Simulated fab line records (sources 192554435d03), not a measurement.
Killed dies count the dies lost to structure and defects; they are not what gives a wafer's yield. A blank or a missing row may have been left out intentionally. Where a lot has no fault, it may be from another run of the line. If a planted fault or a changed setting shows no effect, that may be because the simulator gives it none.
Split-lot experiment :: flow n5 finfet :: 39 wafers read from 7 lots, route of 1938 steps

## SPLIT DETAILS
At N5_WELL_APT_EPI_41 (deposits Si from SiH4/H2, target thk 50 nm, time 297.7 s), the setting target thk a was moved away from the recipe's 500 angstrom on 12 of the 39 wafers read, by -7.9% to +4.9%. For the rest of the wafers, this setting stayed at what the recipe calls for.

The split's own step is where the reading is taken.

## THE READING
Si_of_WELL_APT_EPI_41.thk nm (the simulator's own value, which no gauge read), in nm, at N5_WELL_APT_EPI_41 (deposits Si from SiH4/H2, target thk 50 nm, time 297.7 s). The file does not state a usual value for it. The 27 wafers here that ran the recipe average 50.40 nm, standard deviation 0.57 nm.

wafer: L080.1
tool, chamber at the split: epi rpcvd-03, 0
target thk a as run, angstrom: 462.7
against the recipe: -7.5%
Si_of_WELL_APT_EPI_41.thk nm, nm: 46.92
against lot-mates on the recipe: -3.87

wafer: L080.2
tool, chamber at the split: epi rpcvd-03, 0
target thk a as run, angstrom: 500
against the recipe: recipe
Si_of_WELL_APT_EPI_41.thk nm, nm: 50.7
against lot-mates on the recipe: -

wafer: L080.3
tool, chamber at the split: epi rpcvd-03, 0
target thk a as run, angstrom: 500
against the recipe: recipe
Si_of_WELL_APT_EPI_41.thk nm, nm: 50.59
against lot-mates on the recipe: -

wafer: L080.4
tool, chamber at the split: epi rpcvd-03, 0
target thk a as run, angstrom: 500
against the recipe: recipe
Si_of_WELL_APT_EPI_41.thk nm, nm: 51.08
against lot-mates on the recipe: -

wafer: L080.5
tool, chamber at the split: epi rpcvd-03, 0
target thk a as run, angstrom: 462.7
against the recipe: -7.5%
Si_of_WELL_APT_EPI_41.thk nm, nm: 46.93
against lot-mates on the recipe: -3.86

wafer: L080.6
tool, chamber at the split: epi rpcvd-03, 0
target thk a as run, angstrom: 462.7
against the recipe: -7.5%
Si_of_WELL_APT_EPI_41.thk nm, nm: 47.68
against lot-mates on the recipe: -3.11

wafer: L081.1
tool, chamber at the split: epi rpcvd-03, 0
target thk a as run, angstrom: 500
against the recipe: recipe
Si_of_WELL_APT_EPI_41.thk nm, nm: 50.96
against lot-mates on the recipe: -

wafer: L081.2
tool, chamber at the split: epi rpcvd-03, 0
target thk a as run, angstrom: 500
against the recipe: recipe
Si_of_WELL_APT_EPI_41.thk nm, nm: 50.38
against lot-mates on the recipe: -

wafer: L081.3
tool, chamber at the split: epi rpcvd-03, 0
target thk a as run, angstrom: 500
against the recipe: recipe
Si_of_WELL_APT_EPI_41.thk nm, nm: 50.17
against lot-mates on the recipe: -

wafer: L081.4
tool, chamber at the split: epi rpcvd-03, 0
target thk a as run, angstrom: 500
against the recipe: recipe
Si_of_WELL_APT_EPI_41.thk nm, nm: 50.72
against lot-mates on the recipe: -

wafer: L081.5
tool, chamber at the split: epi rpcvd-03, 0
target thk a as run, angstrom: 500
against the recipe: recipe
Si_of_WELL_APT_EPI_41.thk nm, nm: 50.43
against lot-mates on the recipe: -

wafer: L081.6
tool, chamber at the split: epi rpcvd-03, 0
target thk a as run, angstrom: 500
against the recipe: recipe
Si_of_WELL_APT_EPI_41.thk nm, nm: 51.1
against lot-mates on the recipe: -

wafer: L083.1
tool, chamber at the split: epi rpcvd-02, 0
target thk a as run, angstrom: 500
against the recipe: recipe
Si_of_WELL_APT_EPI_41.thk nm, nm: 50.95
against lot-mates on the recipe: -

wafer: L083.2
tool, chamber at the split: epi rpcvd-02, 0
target thk a as run, angstrom: 500
against the recipe: recipe
Si_of_WELL_APT_EPI_41.thk nm, nm: 50.8
against lot-mates on the recipe: -

wafer: L083.5
tool, chamber at the split: epi rpcvd-02, 0
target thk a as run, angstrom: 500
against the recipe: recipe
Si_of_WELL_APT_EPI_41.thk nm, nm: 50.85
against lot-mates on the recipe: -

wafer: L088.1
tool, chamber at the split: epi rpcvd-01, 0
target thk a as run, angstrom: 500
against the recipe: recipe
Si_of_WELL_APT_EPI_41.thk nm, nm: 49.79
against lot-mates on the recipe: -

wafer: L088.2
tool, chamber at the split: epi rpcvd-01, 0
target thk a as run, angstrom: 500
against the recipe: recipe
Si_of_WELL_APT_EPI_41.thk nm, nm: 49.56
against lot-mates on the recipe: -

wafer: L088.3
tool, chamber at the split: epi rpcvd-01, 0
target thk a as run, angstrom: 500
against the recipe: recipe
Si_of_WELL_APT_EPI_41.thk nm, nm: 49.75
against lot-mates on the recipe: -

wafer: L088.4
tool, chamber at the split: epi rpcvd-01, 0
target thk a as run, angstrom: 500
against the recipe: recipe
Si_of_WELL_APT_EPI_41.thk nm, nm: 49.65
against lot-mates on the recipe: -

wafer: L088.5
tool, chamber at the split: epi rpcvd-01, 0
target thk a as run, angstrom: 500
against the recipe: recipe
Si_of_WELL_APT_EPI_41.thk nm, nm: 49.35
against lot-mates on the recipe: -

wafer: L088.6
tool, chamber at the split: epi rpcvd-01, 0
target thk a as run, angstrom: 500
against the recipe: recipe
Si_of_WELL_APT_EPI_41.thk nm, nm: 49.44
against lot-mates on the recipe: -

wafer: L091.1
tool, chamber at the split: epi rpcvd-02, 0
target thk a as run, angstrom: 460.4
against the recipe: -7.9%
Si_of_WELL_APT_EPI_41.thk nm, nm: 47.37
against lot-mates on the recipe: -3.65

wafer: L091.2
tool, chamber at the split: epi rpcvd-02, 0
target thk a as run, angstrom: 500
against the recipe: recipe
Si_of_WELL_APT_EPI_41.thk nm, nm: 50.95
against lot-mates on the recipe: -

wafer: L091.3
tool, chamber at the split: epi rpcvd-02, 0
target thk a as run, angstrom: 460.4
against the recipe: -7.9%
Si_of_WELL_APT_EPI_41.thk nm, nm: 46.97
against lot-mates on the recipe: -4.05

wafer: L091.4
tool, chamber at the split: epi rpcvd-02, 0
target thk a as run, angstrom: 500
against the recipe: recipe
Si_of_WELL_APT_EPI_41.thk nm, nm: 51
against lot-mates on the recipe: -

wafer: L091.5
tool, chamber at the split: epi rpcvd-02, 0
target thk a as run, angstrom: 500
against the recipe: recipe
Si_of_WELL_APT_EPI_41.thk nm, nm: 51.12
against lot-mates on the recipe: -

wafer: L091.6
tool, chamber at the split: epi rpcvd-02, 0
target thk a as run, angstrom: 460.4
against the recipe: -7.9%
Si_of_WELL_APT_EPI_41.thk nm, nm: 46.61
against lot-mates on the recipe: -4.41

wafer: L094.1
tool, chamber at the split: epi rpcvd-01, 0
target thk a as run, angstrom: 478.3
against the recipe: -4.3%
Si_of_WELL_APT_EPI_41.thk nm, nm: 48.65
against lot-mates on the recipe: -1.57

wafer: L094.2
tool, chamber at the split: epi rpcvd-01, 0
target thk a as run, angstrom: 478.3
against the recipe: -4.3%
Si_of_WELL_APT_EPI_41.thk nm, nm: 48.08
against lot-mates on the recipe: -2.14

wafer: L094.3
tool, chamber at the split: epi rpcvd-01, 0
target thk a as run, angstrom: 500
against the recipe: recipe
Si_of_WELL_APT_EPI_41.thk nm, nm: 50.05
against lot-mates on the recipe: -

wafer: L094.4
tool, chamber at the split: epi rpcvd-01, 0
target thk a as run, angstrom: 478.3
against the recipe: -4.3%
Si_of_WELL_APT_EPI_41.thk nm, nm: 47.53
against lot-mates on the recipe: -2.69

wafer: L094.5
tool, chamber at the split: epi rpcvd-01, 0
target thk a as run, angstrom: 500
against the recipe: recipe
Si_of_WELL_APT_EPI_41.thk nm, nm: 49.69
against lot-mates on the recipe: -

wafer: L094.6
tool, chamber at the split: epi rpcvd-01, 0
target thk a as run, angstrom: 500
against the recipe: recipe
Si_of_WELL_APT_EPI_41.thk nm, nm: 50.93
against lot-mates on the recipe: -

wafer: L096.1
tool, chamber at the split: epi rpcvd-02, 0
target thk a as run, angstrom: 500
against the recipe: recipe
Si_of_WELL_APT_EPI_41.thk nm, nm: 50.52
against lot-mates on the recipe: -

wafer: L096.2
tool, chamber at the split: epi rpcvd-02, 0
target thk a as run, angstrom: 524.3
against the recipe: +4.9%
Si_of_WELL_APT_EPI_41.thk nm, nm: 52.46
against lot-mates on the recipe: +2.23

wafer: L096.3
tool, chamber at the split: epi rpcvd-02, 0
target thk a as run, angstrom: 524.3
against the recipe: +4.9%
Si_of_WELL_APT_EPI_41.thk nm, nm: 51.91
against lot-mates on the recipe: +1.68

wafer: L096.4
tool, chamber at the split: epi rpcvd-02, 0
target thk a as run, angstrom: 500
against the recipe: recipe
Si_of_WELL_APT_EPI_41.thk nm, nm: 50.35
against lot-mates on the recipe: -

wafer: L096.5
tool, chamber at the split: epi rpcvd-02, 0
target thk a as run, angstrom: 500
against the recipe: recipe
Si_of_WELL_APT_EPI_41.thk nm, nm: 49.81
against lot-mates on the recipe: -

wafer: L096.6
tool, chamber at the split: epi rpcvd-02, 0
target thk a as run, angstrom: 524.3
against the recipe: +4.9%
Si_of_WELL_APT_EPI_41.thk nm, nm: 52.4
against lot-mates on the recipe: +2.17

FIT RESULTS
A straight line over all 39 wafers: Si_of_WELL_APT_EPI_41.thk nm changes by +0.431 nm for each +1% of target thk a; r = +0.94; the points scatter about the line by 0.54 nm.
The same after taking each lot's own level away (the mean of its wafers on the recipe; 39 wafers): +0.481 nm for each +1%; r = +0.98; scatter 0.32 nm.
That fit puts the effect of the largest move of target thk a on the reading at 3.8 nm.
Measured against the standard deviation above, the lots' own levels, which go from 49.590 to 51.023 nm, span 2.5 times it.
Thus the slope moves with the lot-to-lot level: the two fits are different.
Check: with one of the wafers moved furthest among these (-7.9%) left out of the fit, the line predicts -3.89 nm for it against its lot-mates. It came out at -3.65 nm against them.

## FURTHER SPLITS ON THESE WAFERS
Before the reading, these wafers also passed through other splits. Each is held against what the fit with the lots' levels taken away leaves over:
other split on the same wafers: N5_WELL_APT_IMPLANT_14 energy kev
wafers away from the commonest value: 18
r with Si_of_WELL_APT_EPI_41.thk nm (lot level and that fit taken away): +0.33

## FILE'S OWN FIT
Si_of_WELL_APT_EPI_41.thk nm changes by +0.486 nm for each +1% of target thk a, r = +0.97.
